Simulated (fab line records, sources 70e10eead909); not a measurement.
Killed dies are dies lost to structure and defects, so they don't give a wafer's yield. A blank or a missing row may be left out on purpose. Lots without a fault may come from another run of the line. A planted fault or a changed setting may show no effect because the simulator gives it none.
Which tool did it? | flow nand_harc | 13 lots, 39 wafers sampled, at 5 steps of a route of 1159

WHAT THE GAUGES READ, wafer by wafer
NHARC_END_SORT_01. Usual: killed_at_array 28, standard deviation 9.1; killed_at_other 0.6, standard deviation 0.87; killed_at_periphery 3.4, standard deviation 2.7; killed_dies 32, standard deviation 9; killed_open 3.2, standard deviation 1.9; killed_short 2.0, standard deviation 1.3.
lot  | measured     | on        | killed_at_array | killed_at_other | killed_at_periphery | killed_dies | killed_open | killed_short | flag
L272 | day 21 07:46 | prober-02 | 233 212 309     | 1 0 0           | 10 3 2              | 244 215 311 | 4 3 4       | 1 2 2        | OFF
L279 | day 22 13:37 | prober-02 | 210 219 292     | 1 0 0           | 1 5 5               | 212 224 297 | 2 3 5       | 1 2 2        | OFF

WHICH TOOL RAN EACH LOT (tool, then ch and the chambers of the sampled wafers, then the start)
lot  | NHARC_A_STAIRCASE_ETCH_201                    | NHARC_A_STAIRCASE_ETCH_203                    | NHARC_A_STAIRCASE_ETCH_230         | NHARC_A_STAIRCASE_TRIM_233
L266 | rie_diel-05 ch 0,3, day 11 12:31 or earlier   | rie_diel-05 ch 1,2,3, day 11 12:31 or earlier | rie_diel-05 ch 0,1,3, day 11 12:31 | rie_diel-05 ch 1,2,3, no start
L267 | rie_diel-13 ch 1,2,3, day 11 12:49 or earlier | rie_diel-13 ch 0,1,2, day 11 12:49 or earlier | rie_diel-09 ch 1,2,3, day 11 12:49 | rie_diel-09 ch 0,1,3, no start
L268 | rie_diel-05 ch 0,1,2, day 11 18:07 or earlier | rie_diel-05 ch 1,2,3, day 11 18:07 or earlier | rie_diel-05 ch 0,2,3, day 11 18:07 | rie_diel-05 ch 0,1,3, no start
L265 | rie_diel-05 ch 0,3, day 12 00:52 or earlier   | rie_diel-05 ch 0,1,2, day 12 00:52 or earlier | rie_diel-05 ch 0,2,3, day 12 00:52 | rie_diel-05 ch 1,2, no start
L271 | rie_diel-13 ch 0,2,3, day 13 04:25 or earlier | rie_diel-13 ch 0,1,3, day 13 04:25 or earlier | rie_diel-05 ch 0,1,2, day 13 04:25 | rie_diel-05 ch 0,1,2, no start
L273 | rie_diel-05 ch 0,2,3, day 13 04:53 or earlier | rie_diel-05 ch 0,1,2, day 13 04:53 or earlier | rie_diel-05 ch 0,1,3, day 13 04:53 | rie_diel-05 ch 0,2,3, no start
L272 | rie_diel-09 ch 1,2, day 13 06:14 or earlier   | rie_diel-09 ch 0,1,2, day 13 06:14 or earlier | rie_diel-05 ch 0,2,3, day 13 06:14 | rie_diel-05 ch 1,2, day 21 07:46 or earlier
L275 | rie_diel-09 ch 0,3, day 13 07:10 or earlier   | rie_diel-09 ch 0,3, day 13 07:10 or earlier   | rie_diel-09 ch 2,3, day 13 07:10   | rie_diel-09 ch 0,1,3, no start
L274 | rie_diel-13 ch 0,1,3, day 13 08:11 or earlier | rie_diel-13 ch 0,3, day 13 08:11 or earlier   | rie_diel-13 ch 0,1,3, day 13 08:11 | rie_diel-13 ch 0,2,3, no start
L279 | rie_diel-05 ch 0,1,3, day 14 05:32 or earlier | rie_diel-05 ch 0,3, day 14 05:32 or earlier   | rie_diel-05 ch 0,1, day 14 05:32   | rie_diel-05 ch 1,2,3, day 22 13:37 or earlier
L283 | rie_diel-13 ch 0,1, day 15 09:08 or earlier   | rie_diel-13 ch 0,1,2, day 15 09:08 or earlier | rie_diel-13 ch 0,1,2, day 15 09:08 | rie_diel-13 ch 0,1, no start
L287 | rie_diel-09 ch 1,2,3, day 16 15:19 or earlier | rie_diel-13 ch 0,1,3, day 16 15:19 or earlier | rie_diel-05 ch 1,2,3, day 16 15:19 | rie_diel-05 ch 0,1,2, no start
L288 | rie_diel-05 ch 0,1, day 16 23:27 or earlier   | rie_diel-05 ch 0,2,3, day 16 23:27 or earlier | rie_diel-05 ch 0,2, day 16 23:27   | rie_diel-05 ch 1,3, no start
- NHARC_A_STAIRCASE_ETCH_201: etches the open film in C4F8/O2, target depth 100 nm, time 40.5 s.
- NHARC_A_STAIRCASE_ETCH_203: etches the open film in C4F8/O2, target depth 100 nm, time 40.5 s.
- NHARC_A_STAIRCASE_ETCH_230: etches the open film in C4F8/O2, target depth 100 nm, time 40.5 s.
- NHARC_A_STAIRCASE_TRIM_233: chemistry O2, time 211.2 s.

WHAT THE TOOLS THEMSELVES READ (means of the sampled wafers that have a number; where no wafer has one, the mark that the record gives instead)
NHARC_A_STAIRCASE_ETCH_201. Usual: oes_product_au 0.940 a.u., standard deviation 0.011; rf_vpp_V 896 V, standard deviation 4.8.
lot  | tool        | oes_product_au (a.u.) | rf_vpp_V (V) | flag
L266 | rie_diel-05 | 0.941                 | 890          |
L267 | rie_diel-13 | 0.943                 | 900          |
L268 | rie_diel-05 | 0.936                 | 895          |
L265 | rie_diel-05 | 0.939                 | 890          |
L271 | rie_diel-13 | 0.935                 | 896          |
L273 | rie_diel-05 | 0.952                 | 892          |
L272 | rie_diel-09 | 0.947                 | 900          |
L275 | rie_diel-09 | 0.932                 | 898          |
L274 | rie_diel-13 | 0.935                 | 896          |
L279 | rie_diel-05 | 0.948                 | 893          |
L283 | rie_diel-13 | 0.936                 | 890          |
L287 | rie_diel-09 | 0.944                 | 898          |
L288 | rie_diel-05 | 0.936                 | 896          |

NHARC_A_STAIRCASE_ETCH_203. Usual: oes_product_au 0.944 a.u., standard deviation 0.016; rf_vpp_V 896 V, standard deviation 5.
lot  | tool        | oes_product_au (a.u.) | rf_vpp_V (V) | flag
L266 | rie_diel-05 | 0.941                 | 896          |
L267 | rie_diel-13 | 0.935                 | 895          |
L268 | rie_diel-05 | 0.947                 | 896          |
L265 | rie_diel-05 | 0.944                 | 895          |
L271 | rie_diel-13 | 0.944                 | 895          |
L273 | rie_diel-05 | 0.955                 | 896          |
L272 | rie_diel-09 | 0.943                 | 900          |
L275 | rie_diel-09 | 0.941                 | 900          |
L274 | rie_diel-13 | 0.951                 | 896          |
L279 | rie_diel-05 | 0.948                 | 890          |
L283 | rie_diel-13 | 0.933                 | 894          |
L287 | rie_diel-13 | 0.971                 | 895          |
L288 | rie_diel-05 | 0.937                 | 893          |

NHARC_A_STAIRCASE_ETCH_230. Usual: oes_product_au 0.946 a.u., standard deviation 0.016; rf_vpp_V 895 V, standard deviation 4.8.
lot  | tool        | oes_product_au (a.u.) | rf_vpp_V (V) | flag
L266 | rie_diel-05 | 0.977                 | 892          |
L267 | rie_diel-09 | 0.936                 | 899          |
L268 | rie_diel-05 | 0.947                 | 892          |
L265 | rie_diel-05 | 0.952                 | 893          |
L271 | rie_diel-05 | 0.959                 | 896          |
L273 | rie_diel-05 | 0.952                 | 894          |
L272 | rie_diel-05 | 0.811                 | 893          | OFF
L275 | rie_diel-09 | 0.939                 | 899          |
L274 | rie_diel-13 | 0.947                 | 894          |
L279 | rie_diel-05 | 0.809                 | 896          | OFF
L283 | rie_diel-13 | 0.938                 | 894          |
L287 | rie_diel-05 | 0.939                 | 895          |
L288 | rie_diel-05 | 0.936                 | 892          |

NHARC_A_STAIRCASE_TRIM_233. Usual: drypump_motor_current_A 5.8 A, standard deviation 0.62; oes_product_au 1.000 a.u., standard deviation 0.011; rf_vpp_V 57.7 V, standard deviation 0.94; showerhead_plenum_p_Torr 3.52 Torr, standard deviation 0.12; throttle_valve_pct 17.036 %, standard deviation 0.0087.
lot  | tool        | drypump_motor_current_A (A) | oes_product_au (a.u.) | rf_vpp_V (V) | showerhead_plenum_p_Torr (Torr) | throttle_valve_pct (%) | flag
L266 | rie_diel-05 | 5.7                         | 1.000                 | 57.1         | 3.52                            | 17.034                 |
L267 | rie_diel-09 | 5.4                         | 0.991                 | 57.7         | 3.63                            | 17.036                 |
L268 | rie_diel-05 | 6.1                         | 0.995                 | 57.2         | 3.46                            | 17.035                 |
L265 | rie_diel-05 | 5.3                         | 1.000                 | 57.5         | 3.59                            | 17.038                 |
L271 | rie_diel-05 | 5.7                         | 1.011                 | 58.1         | 3.52                            | 17.045                 |
L273 | rie_diel-05 | 6.2                         | 1.009                 | 57.8         | 3.43                            | 17.037                 |
L272 | rie_diel-05 | 5.2                         | 1.011                 | 57.8         | 3.60                            | 17.033                 |
L275 | rie_diel-09 | 5.4                         | 1.003                 | 57.8         | 3.63                            | 17.038                 |
L274 | rie_diel-13 | 5.7                         | 0.995                 | 58.4         | 3.54                            | 17.034                 |
L279 | rie_diel-05 | 5.7                         | 1.005                 | 57.2         | 3.51                            | 17.029                 |
L283 | rie_diel-13 | 6.3                         | 1.005                 | 57.2         | 3.46                            | 17.040                 |
L287 | rie_diel-05 | 5.7                         | 0.992                 | 58.0         | 3.50                            | 17.038                 |
L288 | rie_diel-05 | 5.7                         | 0.998                 | 58.1         | 3.51                            | 17.037                 |

THE ANSWER, worked out from the rows above alone
Rule: a lot is off if the mean of its wafers that have a number lies more than 3 standard deviations from the usual mean. A lot without any number at a reading at which 4 lots or more have one is off too. The other lots that the step has rows for count as sound. The gauges are gone through in route order, then the tools' own readings, and for those a lot's mean is taken as printed above. The first step at which some lot is off is used, and at that step the reading that is off furthest; a lot without a number counts as furthest.
Off: L272, L279, at NHARC_END_SORT_01 (killed_dies). Neither off nor sound, because the step has no rows for them: L266, L267, L268, L265, L271, L273, L275, L274, L283, L287, L288.
A tool fits if, at a process step before that reading, it ran every lot that is off, and no sound lot after the first of them. The gauges at NHARC_END_SORT_01 aren't tried: what is off there is off at NHARC_A_STAIRCASE_ETCH_230 too, on other tools, and a gauge's error can't cause that. NHARC_A_STAIRCASE_ETCH_201 gives no start for some lots, so the hours and the order of its lots are those of NHARC_A_STAIRCASE_ETCH_230. NHARC_A_STAIRCASE_ETCH_203 gives no start for some lots, so the hours and the order of its lots are those of NHARC_A_STAIRCASE_ETCH_230. NHARC_A_STAIRCASE_TRIM_233 gives no start for some lots, so the hours and the order of its lots are those of NHARC_END_SORT_01. One fits: rie_diel-05 at NHARC_A_STAIRCASE_ETCH_230 and NHARC_A_STAIRCASE_TRIM_233. It ran no sound lot before its first lot that is off in this sample, so the start can't be narrowed down.

WHAT THE SIMULATOR HAD PUT IN
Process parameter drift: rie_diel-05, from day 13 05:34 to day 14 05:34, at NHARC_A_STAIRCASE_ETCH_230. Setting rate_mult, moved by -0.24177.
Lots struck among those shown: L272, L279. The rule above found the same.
